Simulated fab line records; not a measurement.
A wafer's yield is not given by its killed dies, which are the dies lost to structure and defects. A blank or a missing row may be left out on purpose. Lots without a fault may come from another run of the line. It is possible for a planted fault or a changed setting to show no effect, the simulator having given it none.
fab line records ; flow n5_finfet ; part 1 of 2: steps 1 to 22 of 27
[record] lots = 5; wafers = 15; last_day = 16
route steps=1938 shown BEOL_M8@1352
lots with no fault: from the same line, run without faults
start_h: hours from the record's opening day to when the first of the lot's shown wafers began ; wait_h: how many hours have passed since the lot's step before this one ; " the same as in the row above ; L1.1+2: several wafers, shown together as one row ; - either no value or no given start ; * or withheld: withheld ; < > ~ a bound
route shown NAME@n: NAME is a module with steps in the file, n the number in the route of the first one ; usual: mean/standard deviation of fault-free wafers ; same: alike in all rows ; chamber/n: place in a boat ; sites: the reading at each site ; _std_site: how widely they spread, as a standard deviation ; _edge_site: outer sites' mean less inner sites' ; radius_mm: for every site, how far away it sits from the centre of the wafer ; mask NAME#n: copy n ; behind: the last tool/chamber to shape the wafer ; hold: cause of the lot's hold/its duration in hours/its outcome ; device: transistor that didn't switch, given as n, p or np ; end of line: tests of these same wafers at the route's end ; a step without rows: its recipe alone ; killed: at the first sort, the dies lost to defects and structure; wafer yield is something else ; map: a wafer's dies, x killed, . not, _ none there
set.NAME: the setting as run; set.NAME@STEP: as run at that earlier step ; model.NAME: the simulator's own value behind a step, which no gauge read
lots seen at some steps along the route; tables by step, rows by wafer
services: the hour from which a tool's chamber was out of use, counted from the record's first day as start_h (under 0 if before that day), plus the number of hours and why
[[steps]]
[step N5_BEOL_M8_STRIP_67]
[recipe] chemistry = CF4; resist = SiARC; power_w = 300; bias_power_w = 75; pressure_mtorr = 50; cf4_flow_sccm = 150; rf_frequency_hz = 6e+07
[usual] drypump_motor_current_A = 5.9/0.45; oes_product_au = 0.82/0.09; rf_vpp_V = 271.3/1.5; showerhead_plenum_p_Torr = 1.79/0.056; throttle_valve_pct = 13.40/0.23
lot.wafer;tool;chamber;start_h;wait_h;drypump_motor_current_A;oes_product_au;rf_hours_counter_h;rf_vpp_V;showerhead_plenum_p_Torr;throttle_valve_pct
L075.4;rie_diel-01;2;198.71;0.0;5.6;0.75;185;271.9;1.78;13.38
L075.5;rie_diel-01;3;198.71;0.0;6.2;0.84;-;272.6;1.89;13.24
L075.6;rie_diel-01;0;198.71;0.0;6.2;0.93;-;272.4;1.83;12.99
L083.1;rie_diel-02;2;255.48;0.0;5.6;0.89;42;272.7;1.83;13.73
L083.2;rie_diel-02;3;255.48;0.0;5.9;0.77;121;272.8;1.80;13.62
L083.4;rie_diel-02;0;255.48;0.0;5.5;0.76;-;271.3;1.79;13.25
L088.3;rie_diel-01;0;283.73;0.0;6.2;0.87;43;271.6;1.82;13.07
L088.5;rie_diel-01;3;283.73;0.0;6.2;0.81;-;273.7;1.88;13.30
L088.6;rie_diel-01;0;283.73;0.0;6.2;0.87;-;271.2;1.82;13.06
L089.2;rie_diel-02;0;285.02;0.0;5.5;0.76;145;271.5;1.79;13.27
L089.3;rie_diel-02;3;285.02;0.0;5.8;0.76;131;271.3;1.79;13.64
L089.4;rie_diel-02;1;285.02;0.0;4.8;0.97;4;274.0;1.91;13.08
L092.1;rie_diel-03;3;314.52;0.0;6.3;0.89;29;271.8;1.76;13.43
L092.2;rie_diel-03;0;314.52;0.0;6.3;0.86;45;272.6;1.75;13.13
L092.3;rie_diel-03;2;314.52;0.0;6.4;0.69;247;269.5;1.69;13.68
[step N5_BEOL_M8_HM_OPEN_17]
[recipe] chemistry = Cl2/BCl3; target_depth_a = 200; overetch_a = 60; target = TiN; mask_material = SOC; ion_energy_ev = 150; pressure_mtorr = 10; icp_w = 1000; bias_w = 126; Cl2_flow_sccm = 53.25; bcl3_flow_sccm = 21.75; Ar_flow_sccm = 25
[usual] drypump_motor_current_A = 5.6/0.52; oes_product_au = 0.65/0.093; throttle_valve_pct = 22.22/0.2
lot.wafer;tool;chamber;start_h;wait_h;drypump_motor_current_A;oes_product_au;rf_hours_counter_h;throttle_valve_pct
L075.4;rie_metal-02;0;198.78;0.1;4.8;0.54;-;22.01
L075.5;rie_metal-02;1;198.78;0.1;6.2;0.55;-;22.42
L075.6;rie_metal-02;0;198.78;0.1;4.8;0.54;-;21.99
L083.1;rie_metal-01;0;255.52;0.0;5.5;0.78;7;22.27
L083.2;rie_metal-01;1;255.52;0.0;6.2;0.70;35;22.40
L083.4;rie_metal-01;0;255.52;0.0;5.5;0.78;-;22.26
L088.3;rie_metal-02;0;283.80;0.1;4.8;0.53;-;22.00
L088.5;rie_metal-02;0;283.80;0.1;4.8;0.54;-;22.00
L088.6;rie_metal-02;1;283.80;0.1;6.2;0.55;-;22.40
L089.2;rie_metal-01;0;285.06;0.0;5.6;0.77;10;22.28
L089.3;rie_metal-01;0;285.06;0.0;5.5;0.77;-;22.27
L089.4;rie_metal-01;1;285.06;0.0;6.2;0.68;-;22.41
L092.1;rie_metal-02;0;314.56;0.0;4.8;0.84;0;21.69
L092.2;rie_metal-02;1;314.56;0.0;6.2;0.53;108;22.44
L092.3;rie_metal-02;0;314.56;0.0;4.8;0.83;-;21.70
[step N5_BEOL_M8_STRIP_19]
[recipe] chemistry = O2; power_w = 400; temp_c = 40; pressure_mtorr = 30; rf_frequency_hz = 6e+07; bias_power_w = 0; overash_fraction = 0.2; o2_flow_sccm = 225
[usual] drypump_motor_current_A = 6.0/0.39; o2_flow_sccm = 225.0/0.69; oes_product_au = 0.82/0.087; rf_vpp_V = 3.7/0.59; showerhead_plenum_p_Torr = 2.10/0.073; throttle_valve_pct = 16.45/0.24
lot.wafer;tool;chamber;start_h;wait_h;drypump_motor_current_A;o2_flow_sccm;oes_product_au;rf_hours_counter_h;rf_vpp_V;showerhead_plenum_p_Torr;throttle_valve_pct
L075.4;rie_diel-01;1;198.87;0.1;5.9;225.3;0.87;41;4.2;2.04;16.39
L075.5;rie_diel-01;3;198.87;0.1;6.2;226.5;0.84;-;3.4;2.22;16.36
L075.6;rie_diel-01;0;198.87;0.1;6.2;224.7;0.93;-;3.6;2.14;16.07
L083.1;rie_diel-03;2;255.63;0.1;6.4;224.7;0.69;228;4.7;1.98;16.69
L083.2;rie_diel-03;3;255.63;0.1;6.3;225.6;0.95;8;3.2;2.07;16.59
L083.4;rie_diel-03;0;255.63;0.1;6.3;225.0;0.90;23;4.4;2.05;16.19
L088.3;rie_diel-02;0;284.11;0.3;5.5;224.7;0.76;144;2.9;2.09;16.30
L088.5;rie_diel-02;2;284.11;0.3;5.6;226.1;0.87;-;4.5;2.13;16.87
L088.6;rie_diel-02;1;284.11;0.3;4.8;226.1;0.97;-;3.7;2.24;16.23
L089.2;rie_diel-02;2;285.24;0.2;5.6;224.8;0.87;52;3.8;2.13;16.88
L089.3;rie_diel-02;3;285.24;0.2;5.9;224.9;0.76;131;3.9;2.10;16.70
L089.4;rie_diel-02;1;285.24;0.2;4.8;224.2;0.97;5;5.7;2.24;16.21
L092.1;rie_diel-03;0;314.77;0.2;6.3;224.5;0.87;45;4.2;2.04;16.21
L092.2;rie_diel-03;3;314.77;0.2;6.3;226.2;0.90;29;3.5;2.06;16.62
L092.3;rie_diel-03;2;314.77;0.2;6.4;224.9;0.68;247;3.9;1.98;16.73
[step N5_BEOL_M8_CD_MEAS_18]
[recipe] pitch_nm = 80; target_cd_nm = 40
[usual] cd_nm = 40.0/0.39
lot.wafer;tool;chamber;start_h;wait_h;cd_nm
L075.4;cd_sem-02;-;198.95;0.1;39.8
L075.5;cd_sem-02;-;198.95;0.1;39.9
L075.6;cd_sem-02;-;198.95;0.1;40.4
L083.1;cd_sem-03;-;255.70;0.0;40.4
L083.2;cd_sem-03;-;255.70;0.0;39.9
L083.4;cd_sem-03;-;255.70;0.0;40.8
L088.3;cd_sem-02;-;284.18;0.1;39.3
L088.5;cd_sem-02;-;284.18;0.1;39.7
L088.6;cd_sem-02;-;284.18;0.1;39.6
L089.2;cd_sem-02;-;285.31;0.1;40.9
L089.3;cd_sem-02;-;285.31;0.1;40.2
L089.4;cd_sem-02;-;285.31;0.1;40.3
L092.1;cd_sem-02;-;314.84;0.0;39.8
L092.2;cd_sem-02;-;314.84;0.0;40.3
L092.3;cd_sem-02;-;314.84;0.0;40.6
[step N5_BEOL_M8_COAT_63]
[recipe] resist = SOC; temp_c = 250; time_s = 60; spin_rpm = 1500; resist_thk_nm = 60
lot.wafer;tool;chamber;start_h;wait_h
L075.4+5+6;litho_track-04;0;202.15;3.2
L083.1+2+4;litho_track-04;0;258.09;2.4
L088.3+5+6;litho_track-04;0;284.22;0.0
L089.2+3+4;litho_track-02;0;286.50;1.2
L092.1+2+3;litho_track-03;0;315.93;1.1
[step N5_BEOL_M8_COAT_64]
[recipe] resist = SiARC; temp_c = 220; time_s = 60; spin_rpm = 1500; resist_thk_nm = 12
lot.wafer;tool;chamber;start_h;wait_h
L075.4+5+6;litho_track-04;0;-;-
L083.1+2+4;litho_track-04;0;-;-
L088.3+5+6;litho_track-04;0;-;-
L089.2+3+4;litho_track-02;0;-;-
L092.1+2+3;litho_track-03;0;-;-
[step N5_BEOL_M8_COAT_71]
[recipe] resist = underlayer; temp_c = 205; time_s = 60; spin_rpm = 1500; resist_thk_nm = 5
lot.wafer;tool;chamber;start_h;wait_h
L075.4+5+6;litho_track-04;0;-;-
L083.1+2+4;litho_track-04;0;-;-
L088.3+5+6;litho_track-04;0;-;-
L089.2+3+4;litho_track-02;0;-;-
L092.1+2+3;litho_track-03;0;-;-
[step N5_BEOL_M8_COAT_22]
[recipe] resist = CAR-EUV; spin_rpm = 1500; resist_thk_nm = 30
lot.wafer;tool;chamber;start_h;wait_h
L075.4+5+6;litho_track-04;0;-;-
L083.1+2+4;litho_track-04;0;-;-
L088.3+5+6;litho_track-04;0;-;-
L089.2+3+4;litho_track-02;0;-;-
L092.1+2+3;litho_track-03;0;-;-
[step N5_BEOL_M8_EBR_24]
[recipe] solvent = PGMEA; ebr_width_mm = 1.5
lot.wafer;tool;chamber;start_h;wait_h
L075.4+5+6;litho_track-04;0;-;-
L083.1+2+4;litho_track-04;0;-;-
L088.3+5+6;litho_track-04;0;-;-
L089.2+3+4;litho_track-02;0;-;-
L092.1+2+3;litho_track-03;0;-;-
[step N5_BEOL_M8_SOFTBAKE_23]
[recipe] temp_c = 110; time_s = 60; resist = CAR-EUV
lot.wafer;tool;chamber;start_h;wait_h
L075.4+5+6;litho_track-04;0;-;-
L083.1+2+4;litho_track-04;0;-;-
L088.3+5+6;litho_track-04;0;-;-
L089.2+3+4;litho_track-02;0;-;-
L092.1+2+3;litho_track-03;0;-;-
[step N5_BEOL_M8_EXPOSE_25]
[recipe] mask_id = V7; na = 0.33; source_shape = annular; sigma_inner = 0.4; sigma_outer = 0.8; polarization = unpolarized; target_cd_nm = 40; dose_mj = 42.5
[usual] exposure_dose_mJ_cm2 = 42.40/0.069
lot.wafer;tool;chamber;start_h;wait_h;mask;exposure_dose_mJ_cm2
L075.4;euv_scanner-01;0;202.31;-;V7#0;42.47
L075.5;euv_scanner-01;0;202.31;-;V7#0;42.52
L075.6;euv_scanner-01;0;202.31;-;V7#0;42.48
L083.1;euv_scanner-02;0;258.22;-;V7#0;42.25
L083.2;euv_scanner-02;0;258.22;-;V7#0;42.35
L083.4;euv_scanner-02;0;258.22;-;V7#0;42.28
L088.3;euv_scanner-01;0;284.49;-;V7#0;42.47
L088.5;euv_scanner-01;0;284.49;-;V7#0;42.46
L088.6;euv_scanner-01;0;284.49;-;V7#0;42.43
L089.2;euv_scanner-01;0;286.64;-;V7#0;42.39
L089.3;euv_scanner-01;0;286.64;-;V7#0;42.42
L089.4;euv_scanner-01;0;286.64;-;V7#0;42.41
L092.1;euv_scanner-02;0;316.22;-;V7#0;42.34
L092.2;euv_scanner-02;0;316.22;-;V7#0;42.35
L092.3;euv_scanner-02;0;316.22;-;V7#0;42.30
[step N5_BEOL_M8_PEB_26]
[recipe] peb_temp_c = 100; peb_time_s = 60; resist = CAR-EUV
lot.wafer;tool;chamber;start_h;wait_h
L075.4+5+6;litho_track-03;0;202.36;0.0
L083.1+2+4;litho_track-03;0;258.29;0.1
L088.3+5+6;litho_track-02;0;284.54;0.0
L089.2+3+4;litho_track-02;0;286.70;0.1
L092.1+2+3;litho_track-03;0;316.29;0.1
[step N5_BEOL_M8_DEVELOP_27]
[recipe] develop_time_s = 30; developer = TMAH; resist = CAR-EUV; rinse_liquid = surfactant_rinse; dry = air_spin; dev_temp_c = 23
lot.wafer;tool;chamber;start_h;wait_h
L075.4+5+6;litho_track-03;0;-;-
L083.1+2+4;litho_track-03;0;-;-
L088.3+5+6;litho_track-02;0;-;-
L089.2+3+4;litho_track-02;0;-;-
L092.1+2+3;litho_track-03;0;-;-
[step N5_BEOL_M8_CD_MEAS_28]
[recipe] target_cd_nm = 40; landing_energy_ev = 500; detector = se_inlens
[usual] cd_nm = 40.05/0.22
lot.wafer;tool;chamber;start_h;wait_h;cd_nm
L075.4;cd_sem-01;0;202.43;-;40.20
L075.5;cd_sem-01;0;202.43;-;40.03
L075.6;cd_sem-01;0;202.43;-;40.04
L083.1;cd_sem-03;0;258.36;-;40.62
L083.2;cd_sem-03;0;258.36;-;40.22
L083.4;cd_sem-03;0;258.36;-;39.99
L088.3;cd_sem-03;0;284.61;-;39.85
L088.5;cd_sem-03;0;284.61;-;39.84
L088.6;cd_sem-03;0;284.61;-;40.18
L089.2;cd_sem-02;0;286.77;-;39.75
L089.3;cd_sem-02;0;286.77;-;40.19
L089.4;cd_sem-02;0;286.77;-;40.30
L092.1;cd_sem-03;0;316.35;-;39.66
L092.2;cd_sem-03;0;316.35;-;40.21
L092.3;cd_sem-03;0;316.35;-;40.29
[step N5_BEOL_M8_OVL_MEAS_29]
[recipe] points_per_wafer = 522
[usual] V7_OVL = -0.3/0.69
lot.wafer;tool;chamber;start_h;wait_h;V7_OVL[nm]
L075.4;overlay-02;0;202.48;0.1;-0.3
L075.5;overlay-02;0;202.48;0.1;-0.6
L075.6;overlay-02;0;202.48;0.1;-1.0
L083.1;overlay-01;0;258.39;0.0;0.4
L083.2;overlay-01;0;258.39;0.0;0.4
L083.4;overlay-01;0;258.39;0.0;0.5
L088.3;overlay-01;0;284.65;0.0;-1.6
L088.5;overlay-01;0;284.65;0.0;-1.8
L088.6;overlay-01;0;284.65;0.0;-1.3
L089.2;overlay-02;0;286.80;0.0;0.4
L089.3;overlay-02;0;286.80;0.0;0.2
L089.4;overlay-02;0;286.80;0.0;-0.8
L092.1;overlay-02;0;316.38;0.0;-0.8
L092.2;overlay-02;0;316.38;0.0;0.6
L092.3;overlay-02;0;316.38;0.0;-0.3
[step N5_BEOL_M8_INSPECT_30]
[recipe] mode = adi; inspect_instrument = brightfield
[usual] raw_defect_count = 427/96
lot.wafer;tool;chamber;start_h;wait_h;raw_defect_count
L075.4;defect_inspect-01;-;202.52;0.0;369
L075.5;defect_inspect-01;-;202.52;0.0;425
L075.6;defect_inspect-01;-;202.52;0.0;502
L083.1;defect_inspect-02;-;258.44;0.1;352
L083.2;defect_inspect-02;-;258.44;0.1;392
L083.4;defect_inspect-02;-;258.44;0.1;593
L088.3;defect_inspect-02;-;284.70;0.0;439
L088.5;defect_inspect-02;-;284.70;0.0;406
L088.6;defect_inspect-02;-;284.70;0.0;362
L089.2;defect_inspect-02;-;286.85;0.0;536
L089.3;defect_inspect-02;-;286.85;0.0;358
L089.4;defect_inspect-02;-;286.85;0.0;382
L092.1;defect_inspect-02;-;316.44;0.1;384
L092.2;defect_inspect-02;-;316.44;0.1;358
L092.3;defect_inspect-02;-;316.44;0.1;518
[step N5_BEOL_M8_DESCUM_33]
[recipe] chemistry = O2; time_s = 7; source_power_w = 50; bias_power_w = 20; pressure_mtorr = 20; rf_frequency_hz = 2.712e+07; temp_c = 40; resist = CAR-EUV; o2_flow_sccm = 225
[usual] drypump_motor_current_A = 5.9/0.45; o2_flow_sccm = 224.9/0.69; oes_product_au = 0.82/0.099; rf_vpp_V = 243.0/1.4; showerhead_plenum_p_Torr = 2.08/0.068; throttle_valve_pct = 20.29/0.25
lot.wafer;tool;chamber;start_h;wait_h;drypump_motor_current_A;o2_flow_sccm;oes_product_au;rf_hours_counter_h;rf_vpp_V;showerhead_plenum_p_Torr;throttle_valve_pct
L075.4;rie_diel-03;2;202.74;0.2;6.4;224.3;0.71;-;241.6;1.99;20.37
L075.5;rie_diel-03;1;202.74;0.2;5.8;224.9;0.71;-;245.3;2.17;20.42
L075.6;rie_diel-03;0;202.74;0.2;6.3;225.7;0.96;-;240.9;2.06;19.90
L083.1;rie_diel-03;0;258.48;0.0;6.3;225.3;0.90;24;242.9;2.05;19.92
L083.2;rie_diel-03;3;258.48;0.0;6.3;225.7;0.95;9;243.6;2.06;20.41
L083.4;rie_diel-03;1;258.48;0.0;5.8;224.7;0.70;236;244.5;2.16;20.45
L088.3;rie_diel-03;2;284.73;0.0;6.4;225.0;0.69;237;240.6;1.98;20.44
L088.5;rie_diel-03;1;284.73;0.0;5.8;224.9;0.69;-;244.7;2.16;20.47
L088.6;rie_diel-03;2;284.73;0.0;6.4;225.0;0.68;-;240.6;1.98;20.43
L089.2;rie_diel-03;0;286.89;0.0;6.3;224.8;0.87;34;242.4;2.04;19.95
L089.3;rie_diel-03;3;286.89;0.0;6.3;224.7;0.92;18;242.1;2.06;20.42
L089.4;rie_diel-03;2;286.89;0.0;6.4;226.0;0.69;238;240.8;1.98;20.42
L092.1;rie_diel-01;0;316.48;0.0;6.2;224.9;0.85;55;243.2;2.12;19.89
L092.2;rie_diel-01;3;316.48;0.0;6.2;223.6;0.79;98;244.9;2.20;20.18
L092.3;rie_diel-01;1;316.48;0.0;5.9;224.3;0.81;85;242.8;2.02;20.24
[step N5_BEOL_M8_ETCH_72]
[recipe] chemistry = N2/H2; target = underlayer; target_depth_a = 65; mask_material = CAR-EUV; time_s = 5.2; ion_energy_ev = 200; pressure_mtorr = 30; source_w = 840; bias_w = 150; n2_flow_sccm = 200; h2_flow_sccm = 200; ends = cleared
[usual] drypump_motor_current_A = 5.9/0.45; etch_rf_on_time_s = 5.19/0.06; oes_product_au = 0.70/0.083; rf_vpp_V = 523.7/2.5; showerhead_plenum_p_Torr = 2.53/0.081; throttle_valve_pct = 17.73/0.22
lot.wafer;tool;chamber;start_h;wait_h;drypump_motor_current_A;etch_rf_on_time_s;oes_product_au;rf_hours_counter_h;rf_vpp_V;showerhead_plenum_p_Torr;throttle_valve_pct
L075.4;rie_diel-03;2;202.77;0.0;6.4;5.21;0.61;-;520.6;2.41;17.78
L075.5;rie_diel-03;1;202.77;0.0;5.8;5.21;0.61;-;525.7;2.63;17.84
L075.6;rie_diel-03;0;202.77;0.0;6.3;5.24;0.82;-;522.1;2.50;17.30
L083.1;rie_diel-03;0;258.51;0.0;6.3;5.19;0.76;24;521.5;2.49;17.37
L083.2;rie_diel-03;3;258.51;0.0;6.3;5.09;0.81;9;522.4;2.51;17.86
L083.4;rie_diel-03;1;258.51;0.0;5.8;5.21;0.60;236;526.6;2.62;17.89
L088.3;rie_diel-03;2;284.77;0.0;6.4;5.21;0.59;237;519.1;2.40;17.85
L088.5;rie_diel-03;1;284.77;0.0;5.8;5.20;0.58;-;526.2;2.61;17.88
L088.6;rie_diel-03;2;284.77;0.0;6.4;5.21;0.59;-;521.4;2.40;17.87
L089.2;rie_diel-03;0;286.92;0.0;6.3;5.23;0.74;34;518.8;2.49;17.35
L089.3;rie_diel-03;3;286.92;0.0;6.3;5.10;0.78;18;522.6;2.50;17.89
L089.4;rie_diel-03;2;286.92;0.0;6.4;5.26;0.58;238;521.9;2.40;17.85
L092.1;rie_diel-01;0;316.51;0.0;6.2;5.06;0.73;55;525.8;2.58;17.34
L092.2;rie_diel-01;3;316.51;0.0;6.2;5.18;0.68;98;530.7;2.67;17.63
L092.3;rie_diel-01;1;316.51;0.0;5.9;5.09;0.70;85;522.1;2.46;17.77
[step N5_BEOL_M8_ETCH_65]
[recipe] chemistry = CF4; target = SiARC; target_depth_a = 156; mask_material = CAR-EUV; time_s = 26; ion_energy_ev = 80; pressure_mtorr = 40; source_w = 545; bias_w = 36; Ar_flow_sccm = 100; cf4_flow_sccm = 100; ends = cleared
[usual] drypump_motor_current_A = 5.9/0.45; etch_rf_on_time_s = 25.89/0.29; oes_product_au = 0.70/0.084; rf_vpp_V = 184.1/1.1; showerhead_plenum_p_Torr = 2.13/0.065; throttle_valve_pct = 15.47/0.24
lot.wafer;tool;chamber;start_h;wait_h;drypump_motor_current_A;etch_rf_on_time_s;oes_product_au;rf_hours_counter_h;rf_vpp_V;showerhead_plenum_p_Torr;throttle_valve_pct
L075.4;rie_diel-03;2;202.79;0.0;6.4;25.98;0.61;-;183.0;2.03;15.55
L075.5;rie_diel-03;1;202.79;0.0;5.8;26.04;0.60;-;182.7;2.20;15.59
L075.6;rie_diel-03;0;202.79;0.0;6.3;26.29;0.82;-;182.1;2.10;15.08
L083.1;rie_diel-03;0;258.53;0.0;6.3;26.08;0.76;24;182.9;2.10;15.12
L083.2;rie_diel-03;3;258.53;0.0;6.3;25.65;0.80;9;183.4;2.11;15.49
L083.4;rie_diel-03;1;258.53;0.0;5.8;26.00;0.60;236;184.8;2.20;15.65
L088.3;rie_diel-03;2;284.78;0.0;6.4;25.97;0.59;237;182.8;2.02;15.63
L088.5;rie_diel-03;1;284.78;0.0;5.8;25.79;0.59;-;183.5;2.19;15.66
L088.6;rie_diel-03;2;284.78;0.0;6.4;25.85;0.59;-;182.6;2.02;15.62
L089.2;rie_diel-03;0;286.94;0.0;6.3;26.21;0.75;34;183.0;2.09;15.14
L089.3;rie_diel-03;3;286.94;0.0;6.3;25.22;0.80;18;183.8;2.11;15.50
L089.4;rie_diel-03;2;286.94;0.0;6.4;26.10;0.59;238;181.4;2.02;15.62
L092.1;rie_diel-01;0;316.53;0.0;6.2;25.72;0.72;55;185.8;2.17;15.11
L092.2;rie_diel-01;3;316.53;0.0;6.2;26.15;0.68;98;185.8;2.24;15.35
L092.3;rie_diel-01;1;316.53;0.0;5.9;25.87;0.69;85;184.7;2.07;15.45
[step N5_BEOL_M8_ETCH_66]
[recipe] chemistry = N2/H2; target = SOC; target_depth_a = 800; overetch_a = 160; mask_material = SiARC; temp_c = 40; time_s = 120; ion_energy_ev = 200; pressure_mtorr = 30; source_w = 840; bias_w = 150; n2_flow_sccm = 200; h2_flow_sccm = 200
[usual] drypump_motor_current_A = 5.9/0.45; oes_product_au = 0.63/0.074; rf_vpp_V = 523.5/2.4; showerhead_plenum_p_Torr = 2.53/0.081; throttle_valve_pct = 17.68/0.22
lot.wafer;tool;chamber;start_h;wait_h;drypump_motor_current_A;oes_product_au;rf_hours_counter_h;rf_vpp_V;showerhead_plenum_p_Torr;throttle_valve_pct
L075.4;rie_diel-03;2;202.84;0.0;6.4;0.55;-;520.1;2.41;17.77
L075.5;rie_diel-03;1;202.84;0.0;5.8;0.55;-;527.0;2.63;17.81
L075.6;rie_diel-03;0;202.84;0.0;6.3;0.75;-;521.9;2.50;17.26
L083.1;rie_diel-03;0;258.56;0.0;6.3;0.69;24;522.4;2.49;17.33
L083.2;rie_diel-03;3;258.56;0.0;6.3;0.71;9;521.7;2.51;17.82
L083.4;rie_diel-03;1;258.56;0.0;5.8;0.53;236;525.0;2.62;17.84
L088.3;rie_diel-03;2;284.81;0.0;6.4;0.53;237;521.0;2.40;17.82
L088.5;rie_diel-03;1;284.81;0.0;5.8;0.53;-;525.1;2.61;17.86
L088.6;rie_diel-03;2;284.81;0.0;6.4;0.53;-;518.9;2.40;17.80
L089.2;rie_diel-03;0;286.97;0.0;6.3;0.68;34;522.3;2.48;17.31
L089.3;rie_diel-03;3;286.97;0.0;6.3;0.70;18;523.7;2.50;17.84
L089.4;rie_diel-03;2;286.97;0.0;6.4;0.53;238;520.1;2.40;17.83
L092.1;rie_diel-01;0;316.56;0.0;6.2;0.65;55;523.9;2.59;17.32
L092.2;rie_diel-01;3;316.56;0.0;6.2;0.60;98;527.6;2.67;17.58
L092.3;rie_diel-01;1;316.56;0.0;5.9;0.62;85;520.8;2.46;17.74
[step N5_BEOL_M8_STRIP_69]
[recipe] chemistry = N2/H2; temp_c = 40; n2_flow_sccm = 200; h2_flow_sccm = 200; rf_frequency_hz = 6e+07
lot.wafer;tool;chamber;start_h;wait_h
L075.4+5+6;rie_diel-03;2,1,0;202.89;0.0
L083.1+2+4;rie_diel-03;0,3,1;258.64;0.0
L088.3+5+6;rie_diel-03;2,1,2;284.89;0.0
L089.2+3+4;rie_diel-03;0,3,2;287.05;0.0
L092.1+2+3;rie_diel-01;0,3,1;316.64;0.0
[step N5_BEOL_M8_STRIP_73]
[recipe] chemistry = N2/H2; temp_c = 40; n2_flow_sccm = 200; h2_flow_sccm = 200; rf_frequency_hz = 6e+07
lot.wafer;tool;chamber;start_h;wait_h
L075.4+5+6;rie_diel-03;2,1,0;202.90;0.0
L083.1+2+4;rie_diel-03;0,3,1;258.65;0.0
L088.3+5+6;rie_diel-03;2,1,2;284.90;0.0
L089.2+3+4;rie_diel-03;0,3,2;287.06;0.0
L092.1+2+3;rie_diel-01;0,3,1;316.65;0.0
